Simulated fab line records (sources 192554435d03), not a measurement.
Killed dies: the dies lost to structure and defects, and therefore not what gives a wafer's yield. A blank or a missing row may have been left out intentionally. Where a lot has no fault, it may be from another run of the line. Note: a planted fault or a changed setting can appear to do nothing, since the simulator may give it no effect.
fab line records	flow n5_finfet
record lots=7	wafers=21
route steps=1938 shown BEOL_M6@1233 BEOL_M7@1263 BEOL_M8@1370 BEOL_M9@1407
start_h: hours from the record's opening day to when the first of the lot's shown wafers began	wait_h: hours elapsed since this lot's preceding step	" identical to the entry in the row above	L1.1+2: a row that stands for several wafers	- no value, or no start was given	* or withheld: withheld	< > ~ a bound
route shown NAME@n: NAME is a module with steps in the file, n the number in the route of the first one	usual: mean/standard deviation of fault-free wafers	same: alike in all rows	chamber/n: place in a boat	sites: readings site by site	_std_site: standard deviation of those values	_edge_site: outer sites' mean less inner sites'	radius_mm: how far each site lies from the wafer's centre	mask NAME#n: copy n	behind: the most recent tool/chamber to have shaped the wafer	hold: reason for holding the lot/hours on hold/outcome of the hold	device: the transistor (n, p or np) that didn't switch	end of line: the route-end tests of the same wafers	a step without rows: its recipe alone	killed: not the wafer's yield, but the dies lost to structure and defects at the first sort	map: per-die view of a wafer (x killed, . not killed, _ where there is no die)
set.NAME: the setting as run; set.NAME@STEP: as run at that earlier step	model.NAME: the simulator's own value behind a step, which no gauge read
lots run with intentionally changed settings; tables by step, rows by wafer
## steps
# step N5_BEOL_M6_ETCH_66
# recipe chemistry=N2/H2	target=SOC	target_depth_a=800	overetch_a=160	mask_material=SiARC	temp_c=40	time_s=120	ion_energy_ev=200	pressure_mtorr=30	source_w=840	bias_w=150	n2_flow_sccm=200	h2_flow_sccm=200
# usual rf_vpp_V=523.9/2.6
lot.wafer	tool	chamber	start_h	wait_h	set.bias_w	rf_vpp_V
L077.1	rie_diel-05	2	194.21	0.0	150	520.6
L077.5	"	2	"	"	150	519.6
L077.6	"	1	"	"	150	523.2
L079.1	rie_diel-05	3	210.57	0.0	150	525.8
L079.3	"	0	"	"	150	521.0
L079.4	"	1	"	"	150	524.1
L082.1	rie_diel-04	0	231.09	0.0	150	526.7
L082.3	"	1	"	"	150	525.4
L082.6	"	2	"	"	172.4	570.5
L083.1	rie_diel-05	2	233.88	0.0	150	528.2
L083.4	"	3	"	"	150	525.8
L083.5	"	2	"	"	150	527.7
L086.1	rie_diel-03	3	265.49	0.0	142.3	503.9
L086.2	"	0	"	"	150	523.0
L086.3	"	1	"	"	142.3	504.3
L091.1	rie_diel-03	0	298.54	0.0	150	523.2
L091.2	"	3	"	"	150	521.8
L091.5	"	0	"	"	150	522.6
L095.3	rie_diel-03	3	329.26	0.0	150	521.6
L095.4	"	0	"	"	150	523.1
L095.5	"	3	"	"	150	520.2
# step N5_BEOL_M7_ILD_DEP_00
# recipe material=SiCOH_lowk	target_thk_a=1797.5	temp_c=300	precursor=DEMS/porogen	pressure_torr=5	rf_w=500	time_s=33.4
lot.wafer	tool	chamber	start_h	wait_h	set.time_s	model.SiCOH_lowk_of_BEOL_M7_ILD_DEP_00.thk_nm
L077.1	pecvd-01	0	197.27	0.0	29.83	159.6
L077.5	"	0	"	"	33.4	180.6
L077.6	"	2	"	"	33.4	182.2
L079.1+4	pecvd-04	0,2	213.81	0.0	33.4	176.8
L079.3	"	2	"	"	33.4	176.4
L082.1	pecvd-01	0	234.03	0.0	30.41	161.8
L082.3	"	2	"	"	33.4	176
L082.6	"	1	"	"	30.41	162.6
L083.1	pecvd-02	1	236.68	0.0	33.4	176.8
L083.4	"	0	"	"	33.4	181
L083.5	"	2	"	"	33.4	181.4
L086.1	pecvd-01	2	268.85	0.0	28.56	153.4
L086.2	"	1	"	"	33.4	176.2
L086.3	"	0	"	"	33.4	175.4
L091.1+5	pecvd-01	0,1	303.62	0.0	33.4	178.6
L091.2	"	2	"	"	33.4	177.8
L095.3	pecvd-02	2	333.27	0.0	33.4	179
L095.4	"	2	"	"	33.4	183
L095.5	"	0	"	"	33.4	181.6
# step N5_BEOL_M7_CURE_74
# recipe temp_c=385	time_s=240	ambient=He/Ar	material=SiCOH_lowk
lot.wafer	tool	chamber	start_h	wait_h	set.time_s@BEOL_M7_ILD_DEP_00	model.SiCOH_lowk_of_BEOL_M7_ILD_DEP_00.thk_nm
L077.1	uv_cure-01	0	197.82	0.5	29.83	137.4
L077.5	"	0	"	"	33.4	155.6
L077.6	"	0	"	"	33.4	157.2
L079.1+4	uv_cure-01	1	213.88	0.0	33.4	152.4
L079.3	"	1	"	"	33.4	152.2
L082.1	uv_cure-03	2	234.10	0.0	30.41	139.4
L082.3	"	2	"	"	33.4	151.8
L082.6	"	2	"	"	30.41	140.2
L083.1	uv_cure-02	0	236.75	0.0	33.4	152.4
L083.4	"	0	"	"	33.4	156
L083.5	"	0	"	"	33.4	156.4
L086.1	uv_cure-01	0	268.91	0.0	28.56	132
L086.2	"	0	"	"	33.4	151.8
L086.3	"	0	"	"	33.4	151.2
L091.1+5	uv_cure-02	0	303.68	0.0	33.4	154
L091.2	"	0	"	"	33.4	153.2
L095.3	uv_cure-03	1	333.56	0.3	33.4	154.4
L095.4	"	1	"	"	33.4	157.8
L095.5	"	1	"	"	33.4	156.6
# step N5_BEOL_M7_THK_MEAS_01
# recipe reads=SiCOH_lowk_of_BEOL_M7_ILD_DEP_00
# usual M7_ILD_THK=154.5/2
lot.wafer	tool	chamber	start_h	wait_h	set.time_s@BEOL_M7_ILD_DEP_00	M7_ILD_THK[nm]
L077.1	film_metro-01	-	198.33	0.4	29.83	137.5
L077.5	"	-	"	"	33.4	155.7
L077.6	"	-	"	"	33.4	157.1
L079.1	film_metro-02	-	214.39	0.4	33.4	152.4
L079.3	"	-	"	"	33.4	152.1
L079.4	"	-	"	"	33.4	152.4
L082.1	film_metro-01	-	234.61	0.4	30.41	139.4
L082.3	"	-	"	"	33.4	151.6
L082.6	"	-	"	"	30.41	140.1
L083.1	film_metro-01	-	237.26	0.4	33.4	152.6
L083.4	"	-	"	"	33.4	156.0
L083.5	"	-	"	"	33.4	156.5
L086.1	film_metro-02	-	269.92	0.8	28.56	132.1
L086.2	"	-	"	"	33.4	151.9
L086.3	"	-	"	"	33.4	151.1
L091.1	film_metro-01	-	304.20	0.4	33.4	153.9
L091.2	"	-	"	"	33.4	153.3
L091.5	"	-	"	"	33.4	154.2
L095.3	film_metro-02	-	333.91	0.3	33.4	154.4
L095.4	"	-	"	"	33.4	157.9
L095.5	"	-	"	"	33.4	156.7
# step N5_BEOL_M7_COAT_60
# recipe resist=SiARC	temp_c=220	time_s=60	spin_rpm=1500	resist_thk_nm=35
lot.wafer	tool	chamber	start_h	wait_h	set.spin_rpm	model.SiARC_of_BEOL_M7_COAT_60.thk_nm
L077.1+5+6	litho_track-02	0	-	-	1500	35
L079.1+3	litho_track-03	0	-	-	1500	35
L079.4	"	0	"	"	1500	35.2
L082.1	litho_track-04	0	-	-	1555	34.4
L082.3	"	0	"	"	1555	34.2
L082.6	"	0	"	"	1500	34.8
L083.1	litho_track-02	0	-	-	1641	33.6
L083.4+5	"	0	"	"	1500	35.2
L086.1+2+3	litho_track-04	0	-	-	1500	35
L091.1	litho_track-03	0	-	-	1616	33.8
L091.2	"	0	"	"	1500	35
L091.5	"	0	"	"	1500	35.2
L095.3+4+5	litho_track-04	0	-	-	1500	35.2
# step N5_BEOL_M7_COAT_05
# recipe resist=CAR-ArF	spin_rpm=1500	resist_thk_nm=90
# step N5_BEOL_M7_EBR_07
# recipe solvent=PGMEA	ebr_width_mm=1.5
# step N5_BEOL_M7_DESCUM_16
# recipe chemistry=O2	time_s=7.9	source_power_w=50	bias_power_w=20	pressure_mtorr=20	rf_frequency_hz=2.712e+07	temp_c=40	resist=CAR-ArF	o2_flow_sccm=225
# step N5_BEOL_M7_ETCH_61
# recipe chemistry=CF4	target=SiARC	target_depth_a=455	mask_material=CAR-ArF	time_s=75.8	ion_energy_ev=80	pressure_mtorr=40	source_w=545	bias_w=36	Ar_flow_sccm=100	cf4_flow_sccm=100	ends=cleared
lot.wafer	tool	chamber	start_h	wait_h	set.spin_rpm@BEOL_M7_COAT_60	model.etch.depth_nm	model.CAR-ArF_of_BEOL_M7_COAT_05.thk_nm
L077.1	rie_diel-06	0	199.16	0.0	1500	35.05	51
L077.5	"	2	"	"	1500	34.95	51.2
L077.6	"	3	"	"	1500	35.01	51.2
L079.1	rie_diel-02	1	217.45	0.0	1500	35.04	50.6
L079.3	"	0	"	"	1500	35.01	50.6
L079.4	"	2	"	"	1500	35.12	50.8
L082.1	rie_diel-06	3	235.67	0.0	1555	34.33	51.4
L082.3	"	1	"	"	1555	34.22	51.6
L082.6	"	2	"	"	1500	34.89	51
L083.1	rie_diel-02	1	238.75	0.0	1641	33.68	52
L083.4	"	3	"	"	1500	35.21	50.4
L083.5	"	1	"	"	1500	35.19	50.2
L086.1	rie_diel-02	2	272.28	0.0	1500	34.91	51.2
L086.2	"	0	"	"	1500	35.03	50.8
L086.3	"	3	"	"	1500	34.93	51.4
L091.1	rie_diel-06	0	305.60	0.0	1616	33.74	52.2
L091.2	"	3	"	"	1500	35.05	51.2
L091.5	"	2	"	"	1500	35.13	51.2
L095.3	rie_diel-06	2	335.28	0.0	1500	35.28	51
L095.4	"	0	"	"	1500	35.14	51.2
L095.5	"	2	"	"	1500	35.12	51
# step N5_BEOL_M7_ETCH_62
# recipe chemistry=N2/H2	target=SOC	target_depth_a=1100	overetch_a=220	mask_material=SiARC	temp_c=40	time_s=165	ion_energy_ev=200	pressure_mtorr=30	source_w=840	bias_w=150	n2_flow_sccm=200	h2_flow_sccm=200
lot.wafer	tool	chamber	start_h	wait_h	set.spin_rpm@BEOL_M7_COAT_60	model.SiARC_of_BEOL_M7_COAT_60.thk_nm
L077.1	rie_diel-06	0	199.22	0.0	1500	28.6
L077.5	"	2	"	"	1500	28.4
L077.6	"	3	"	"	1500	28.2
L079.1	rie_diel-02	1	217.50	0.0	1500	28
L079.3	"	0	"	"	1500	28.2
L079.4	"	2	"	"	1500	28.4
L082.1+3	rie_diel-06	3,1	235.73	0.0	1555	27.4
L082.6	"	2	"	"	1500	28.2
L083.1	rie_diel-02	1	238.81	0.0	1641	26.8
L083.4	"	3	"	"	1500	28.6
L083.5	"	1	"	"	1500	28.2
L086.1+2	rie_diel-02	2,0	272.34	0.0	1500	28
L086.3	"	3	"	"	1500	28.4
L091.1	rie_diel-06	0	305.65	0.0	1616	27
L091.2	"	3	"	"	1500	28.4
L091.5	"	2	"	"	1500	28.6
L095.3	rie_diel-06	2	335.34	0.0	1500	28.8
L095.4	"	0	"	"	1500	28.4
L095.5	"	2	"	"	1500	28.6
# step N5_BEOL_M8_ETCH_65
# recipe chemistry=CF4	target=SiARC	target_depth_a=156	mask_material=CAR-EUV	time_s=26	ion_energy_ev=80	pressure_mtorr=40	source_w=545	bias_w=36	Ar_flow_sccm=100	cf4_flow_sccm=100	ends=cleared
# usual etch_rf_on_time_s=25.9/0.63	rf_vpp_V=184.2/1.2
lot.wafer	tool	chamber	start_h	wait_h	set.source_w	etch_rf_on_time_s	rf_vpp_V
L077.1	rie_diel-04	3	210.56	0.0	545	26.2	182.7
L077.5	"	3	"	"	545	26.2	184.3
L077.6	"	2	"	"	545	25.9	183.0
L079.1	rie_diel-03	0	231.11	0.0	545	26.5	184.5
L079.3	"	1	"	"	545	25.1	183.1
L079.4	"	2	"	"	545	26.5	186.7
L082.1	rie_diel-03	1	252.06	0.0	545	25.2	183.5
L082.3	"	3	"	"	572.9	24.6	179.9
L082.6	"	1	"	"	572.9	23.8	179.4
L083.1	rie_diel-04	3	252.33	0.0	545	26.3	184.1
L083.4	"	2	"	"	545	25.9	181.9
L083.5	"	3	"	"	545	26.4	182.7
L086.1	rie_diel-03	0	285.92	0.0	545	26.6	184.3
L086.2	"	1	"	"	545	25.2	182.8
L086.3	"	3	"	"	509.7	27.3	188.4
L091.1	rie_diel-04	1	315.66	0.0	545	25.9	184.3
L091.2	"	3	"	"	461.5	31.3	193.8
L091.5	"	1	"	"	461.5	29.9	195.4
L095.3	rie_diel-05	0	344.34	0.0	545	25.4	187.4
L095.4	"	2	"	"	545	25.1	185.9
L095.5	"	0	"	"	506.7	27.4	189.8
# step N5_BEOL_M8_TRENCH_ETCH_37
# recipe chemistry=C4F6/O2	target_depth_a=934.78	target=SiCOH_lowk	time_s=31.2	ion_energy_ev=250	pressure_mtorr=30	source_w=345	bias_w=185	Ar_flow_sccm=300	C4F6_flow_sccm=10	O2_flow_sccm=10
# usual rf_vpp_V=661/11
lot.wafer	tool	chamber	start_h	wait_h	set.bias_w	rf_vpp_V
L077.1	rie_diel-04	3	-	-	195.3	712
L077.5	"	3	"	"	185	684
L077.6	"	2	"	"	195.3	681
L079.1	rie_diel-03	0	-	-	185	663
L079.3	"	1	"	"	185	656
L079.4	"	2	"	"	185	664
L082.1	rie_diel-03	1	-	-	185	656
L082.3	"	3	"	"	166.2	615
L082.6	"	1	"	"	185	655
L083.1	rie_diel-04	3	-	-	185	682
L083.4	"	2	"	"	185	653
L083.5	"	3	"	"	185	684
L086.1	rie_diel-03	0	-	-	185	661
L086.2	"	1	"	"	185	656
L086.3	"	3	"	"	167	619
L091.1	rie_diel-04	1	-	-	155.4	576
L091.2	"	3	"	"	155.4	595
L091.5	"	1	"	"	185	663
L095.3	rie_diel-05	0	-	-	198.6	693
L095.4	"	2	"	"	185	667
L095.5	"	0	"	"	198.6	693
# step N5_BEOL_M9_COAT_60
# recipe resist=SiARC	temp_c=220	time_s=60	spin_rpm=1500	resist_thk_nm=30
lot.wafer	tool	chamber	start_h	wait_h	set.spin_rpm	model.SiARC_of_BEOL_M9_COAT_60.thk_nm
L077.1	litho_track-04	0	-	-	1381	31.2
L077.5	"	0	"	"	1500	29.8
L077.6	"	0	"	"	1381	31
L079.1+3+4	litho_track-03	0	-	-	1500	30.2
L082.1+6	litho_track-01	0	-	-	1500	30.2
L082.3	"	0	"	"	1544	29.8
L083.1	litho_track-04	0	-	-	1500	29.8
L083.4+5	"	0	"	"	1500	30
L086.1+2	litho_track-03	0	-	-	1500	30
L086.3	"	0	"	"	1500	30.2
L091.1+5	litho_track-04	0	-	-	1500	30
L091.2	"	0	"	"	1668	28.4
L095.3+5	litho_track-04	0	-	-	1557	29.6
L095.4	"	0	"	"	1500	30
# step N5_BEOL_M9_EXPOSE_08
# recipe mask_id=M9	na=1.35	source_shape=dipole	sigma_inner=0.411	sigma_outer=0.611	polarization=te	dose_mj=53.75
lot.wafer	tool	chamber	start_h	wait_h	mask	set.dose_mj
L077.1+5	arfi_scanner-03	0	217.09	-	M9#0	54.99
L077.6	"	0	"	"	M9#0	53.75
L079.1+3+4	arfi_scanner-02	0	235.84	-	M9#0	53.75
L082.1	arfi_scanner-03	0	260.86	-	M9#0	53.75
L082.3+6	"	0	"	"	M9#0	56.79
L083.1	arfi_scanner-03	0	260.94	-	M9#0	53.75
L083.4+5	"	0	"	"	M9#0	56.65
L086.1	arfi_scanner-02	0	292.93	-	M9#0	50.74
L086.2+3	"	0	"	"	M9#0	53.75
L091.1+2	arfi_scanner-02	0	322.79	-	M9#0	53.75
L091.5	"	0	"	"	M9#0	51.02
L095.3+4	arfi_scanner-03	0	352.41	-	M9#0	52.64
L095.5	"	0	"	"	M9#0	53.75
# step N5_BEOL_M9_PEB_09
# recipe peb_temp_c=withheld	peb_time_s=60	resist=CAR-ArF
# step N5_BEOL_M9_DEVELOP_10
# recipe develop_time_s=30	developer=TMAH	resist=CAR-ArF	rinse_liquid=diw	dry=air_spin	dev_temp_c=23
# step N5_BEOL_M9_CD_MEAS_11
# recipe target_cd_nm=64.1	landing_energy_ev=500	detector=se_inlens	polarity=opening
# usual cd_nm=63.9/0.6
lot.wafer	tool	chamber	start_h	wait_h	set.dose_mj@BEOL_M9_EXPOSE_08	cd_nm
L077.1	cd_sem-01	0	217.21	-	54.99	64.1
L077.5	"	0	"	"	54.99	64.1
L077.6	"	0	"	"	53.75	63.1
L079.1	cd_sem-03	0	235.97	-	53.75	63.7
L079.3	"	0	"	"	53.75	63.4
L079.4	"	0	"	"	53.75	62.7
L082.1	cd_sem-01	0	260.99	-	53.75	64.1
L082.3	"	0	"	"	56.79	67.4
L082.6	"	0	"	"	56.79	68.1
L083.1	cd_sem-03	0	261.06	-	53.75	63.8
L083.4	"	0	"	"	56.65	67.0
L083.5	"	0	"	"	56.65	66.0
L086.1	cd_sem-02	0	293.06	-	50.74	60.3
L086.2	"	0	"	"	53.75	63.4
L086.3	"	0	"	"	53.75	63.2
L091.1	cd_sem-02	0	322.91	-	53.75	64.4
L091.2	"	0	"	"	53.75	65.0
L091.5	"	0	"	"	51.02	61.8
L095.3	cd_sem-01	0	352.53	-	52.64	63.0
L095.4	"	0	"	"	52.64	62.6
L095.5	"	0	"	"	53.75	64.3
# step N5_BEOL_M9_DESCUM_16
# recipe chemistry=O2	time_s=7.9	source_power_w=50	bias_power_w=20	pressure_mtorr=20	rf_frequency_hz=2.712e+07	temp_c=40	resist=CAR-ArF	o2_flow_sccm=225
# step N5_BEOL_M9_ETCH_61
# recipe chemistry=CF4	target=SiARC	target_depth_a=390	mask_material=CAR-ArF	time_s=65	ion_energy_ev=80	pressure_mtorr=40	source_w=545	bias_w=36	Ar_flow_sccm=100	cf4_flow_sccm=100	ends=cleared
lot.wafer	tool	chamber	start_h	wait_h	set.spin_rpm@BEOL_M9_COAT_60	set.dose_mj@BEOL_M9_EXPOSE_08	model.BEOL_M9.cd_offset_nm	model.CAR-ArF_of_BEOL_M9_COAT_05.thk_nm	model.etch.depth_nm
L077.1	rie_diel-06	2	217.34	0.0	1381	54.99	0.2	54	31.1
L077.5	"	2	"	"	1500	54.99	0.2	55.4	29.85
L077.6	"	1	"	"	1381	53.75	-1	54.2	31.09
L079.1	rie_diel-02	3	236.09	0.0	1500	53.75	-0.2	55.2	30.15
L079.3	"	1	"	"	1500	53.75	-0.8	55.4	30.12
L079.4	"	2	"	"	1500	53.75	-1.2	55.4	30.13
L082.1	rie_diel-01	3	261.11	0.0	1500	53.75	-0.2	55.6	30.12
L082.3	"	0	"	"	1544	56.79	3.4	56.4	29.75
L082.6	"	1	"	"	1500	56.79	3.8	55.6	30.18
L083.1	rie_diel-01	3	261.36	0.0	1500	53.75	-0.4	55.6	29.88
L083.4	"	1	"	"	1500	56.65	2.6	55.6	29.94
L083.5	"	3	"	"	1500	56.65	1.8	55.6	29.9
L086.1	rie_diel-02	2	293.18	0.0	1500	50.74	-3.8	55.6	30.07
L086.2	"	0	"	"	1500	53.75	-0.8	55.8	30.04
L086.3	"	3	"	"	1500	53.75	-0.4	55.8	30.1
L091.1	rie_diel-06	3	323.13	0.0	1500	53.75	0.2	55.2	29.95
L091.2	"	1	"	"	1668	53.75	0.6	56.6	28.44
L091.5	"	3	"	"	1500	51.02	-2.6	55.2	30
L095.3	rie_diel-02	2	352.67	0.0	1557	52.64	-1.2	56.2	29.61
L095.4	"	1	"	"	1500	52.64	-1.4	56	30.05
L095.5	"	1	"	"	1557	53.75	0.2	56.4	29.53
# step N5_BEOL_M9_ETCH_62
# recipe chemistry=N2/H2	target=SOC	target_depth_a=1100	overetch_a=220	mask_material=SiARC	temp_c=40	time_s=165	ion_energy_ev=200	pressure_mtorr=30	source_w=840	bias_w=150	n2_flow_sccm=200	h2_flow_sccm=200
lot.wafer	tool	chamber	start_h	wait_h	set.spin_rpm@BEOL_M9_COAT_60	model.SiARC_of_BEOL_M9_COAT_60.thk_nm
L077.1	rie_diel-06	2	217.39	0.0	1381	24.8
L077.5	"	2	"	"	1500	23.6
L077.6	"	1	"	"	1381	24.6
L079.1	rie_diel-02	3	236.14	0.0	1500	23.8
L079.3	"	1	"	"	1500	23.2
L079.4	"	2	"	"	1500	23.4
L082.1	rie_diel-01	3	261.16	0.0	1500	24
L082.3	"	0	"	"	1544	23.6
L082.6	"	1	"	"	1500	23.6
L083.1+5	rie_diel-01	3	261.41	0.0	1500	23.8
L083.4	"	1	"	"	1500	23.2
L086.1+2	rie_diel-02	2,0	293.23	0.0	1500	23.4
L086.3	"	3	"	"	1500	23.8
L091.1+5	rie_diel-06	3	323.18	0.0	1500	23.4
L091.2	"	1	"	"	1668	21.8
L095.3	rie_diel-02	2	352.72	0.0	1557	22.8
L095.4	"	1	"	"	1500	23.4
L095.5	"	1	"	"	1557	22.6
# step N5_BEOL_M9_STRIP_68
# recipe chemistry=N2/H2	temp_c=40	n2_flow_sccm=200	h2_flow_sccm=200	rf_frequency_hz=6e+07
# step N5_BEOL_M9_STRIP_67
# recipe chemistry=CF4	resist=SiARC	power_w=300	bias_power_w=75	pressure_mtorr=50	cf4_flow_sccm=150	rf_frequency_hz=6e+07
# step N5_BEOL_M9_HM_OPEN_17
# recipe chemistry=Cl2/BCl3	target_depth_a=200	overetch_a=60	target=TiN	mask_material=SOC	ion_energy_ev=150	pressure_mtorr=10	icp_w=1000	bias_w=126	Cl2_flow_sccm=53.25	bcl3_flow_sccm=21.75	Ar_flow_sccm=25
# step N5_BEOL_M9_STRIP_19
# recipe chemistry=O2	power_w=400	temp_c=40	pressure_mtorr=30	rf_frequency_hz=6e+07	bias_power_w=0	overash_fraction=0.2	o2_flow_sccm=225
# step N5_BEOL_M9_CD_MEAS_18
# recipe pitch_nm=140	target_cd_nm=70
# usual cd_nm=69.8/0.68
lot.wafer	tool	chamber	start_h	wait_h	set.dose_mj@BEOL_M9_EXPOSE_08	cd_nm
L077.1	cd_sem-01	-	217.90	0.0	54.99	69.7
L077.5	"	-	"	"	54.99	70.4
L077.6	"	-	"	"	53.75	68.7
L079.1	cd_sem-03	-	236.51	0.0	53.75	69.7
L079.3	"	-	"	"	53.75	69.4
L079.4	"	-	"	"	53.75	68.3
L082.1	cd_sem-03	-	261.65	0.0	53.75	70.1
L082.3	"	-	"	"	56.79	73.5
L082.6	"	-	"	"	56.79	74.4
L083.1	cd_sem-01	-	261.93	0.0	53.75	69.7
L083.4	"	-	"	"	56.65	72.8
L083.5	"	-	"	"	56.65	71.9
L086.1	cd_sem-02	-	293.60	0.0	50.74	66.2
L086.2	"	-	"	"	53.75	69.4
L086.3	"	-	"	"	53.75	69.4
L091.1	cd_sem-02	-	323.55	0.0	53.75	69.6
L091.2	"	-	"	"	53.75	71.0
L091.5	"	-	"	"	51.02	67.4
L095.3	cd_sem-01	-	353.09	0.1	52.64	69.1
L095.4	"	-	"	"	52.64	68.3
L095.5	"	-	"	"	53.75	70.2
## key
split step=N5_BEOL_M6_ETCH_66	setting=bias_w	stated=150	by=wafer
response step=N5_BEOL_M6_ETCH_66	reading=rf_vpp_V	change=+3.05	per=1%	r=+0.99
split step=N5_BEOL_M7_ILD_DEP_00	setting=time_s	stated=33.4	by=wafer
response step=N5_BEOL_M7_ILD_DEP_00	reading=model.SiCOH_lowk_of_BEOL_M7_ILD_DEP_00.thk_nm	change=+1.68	per=1%	r=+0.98
response step=N5_BEOL_M7_CURE_74	reading=model.SiCOH_lowk_of_BEOL_M7_ILD_DEP_00.thk_nm	change=+1.47	per=1%	r=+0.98
response step=N5_BEOL_M7_THK_MEAS_01	reading=M7_ILD_THK	change=+1.45	per=1%	r=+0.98
split step=N5_BEOL_M7_COAT_60	setting=spin_rpm	stated=1500	by=wafer
response step=N5_BEOL_M7_COAT_60	reading=model.SiARC_of_BEOL_M7_COAT_60.thk_nm	change=-0.167	per=1%	r=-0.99
response step=N5_BEOL_M7_ETCH_61	reading=model.etch.depth_nm	change=-0.167	per=1%	r=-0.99
response step=N5_BEOL_M7_ETCH_61	reading=model.CAR-ArF_of_BEOL_M7_COAT_05.thk_nm	change=+0.158	per=1%	r=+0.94
response step=N5_BEOL_M7_ETCH_62	reading=model.SiARC_of_BEOL_M7_COAT_60.thk_nm	change=-0.183	per=1%	r=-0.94
split step=N5_BEOL_M8_ETCH_65	setting=source_w	stated=545	by=wafer
response step=N5_BEOL_M8_ETCH_65	reading=etch_rf_on_time_s	change=*	per=1%	r=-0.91
response step=N5_BEOL_M8_ETCH_65	reading=rf_vpp_V	change=-0.656	per=1%	r=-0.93
split step=N5_BEOL_M8_TRENCH_ETCH_37	setting=bias_w	stated=185	by=wafer
response step=N5_BEOL_M8_TRENCH_ETCH_37	reading=rf_vpp_V	change=+4.27	per=1%	r=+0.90
split step=N5_BEOL_M9_COAT_60	setting=spin_rpm	stated=1500	by=wafer
response step=N5_BEOL_M9_COAT_60	reading=model.SiARC_of_BEOL_M9_COAT_60.thk_nm	change=-0.146	per=1%	r=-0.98
response step=N5_BEOL_M9_ETCH_61	reading=model.CAR-ArF_of_BEOL_M9_COAT_05.thk_nm	change=+0.139	per=1%	r=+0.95
response step=N5_BEOL_M9_ETCH_61	reading=model.etch.depth_nm	change=-0.142	per=1%	r=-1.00
response step=N5_BEOL_M9_ETCH_62	reading=model.SiARC_of_BEOL_M9_COAT_60.thk_nm	change=-0.141	per=1%	r=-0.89
split step=N5_BEOL_M9_EXPOSE_08	setting=dose_mj	stated=53.75	by=wafer
response step=N5_BEOL_M9_CD_MEAS_11	reading=cd_nm	change=+0.568	per=1%	r=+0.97
response step=N5_BEOL_M9_ETCH_61	reading=model.BEOL_M9.cd_offset_nm	change=+0.583	per=1%	r=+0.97
response step=N5_BEOL_M9_CD_MEAS_18	reading=cd_nm	change=+0.589	per=1%	r=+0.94
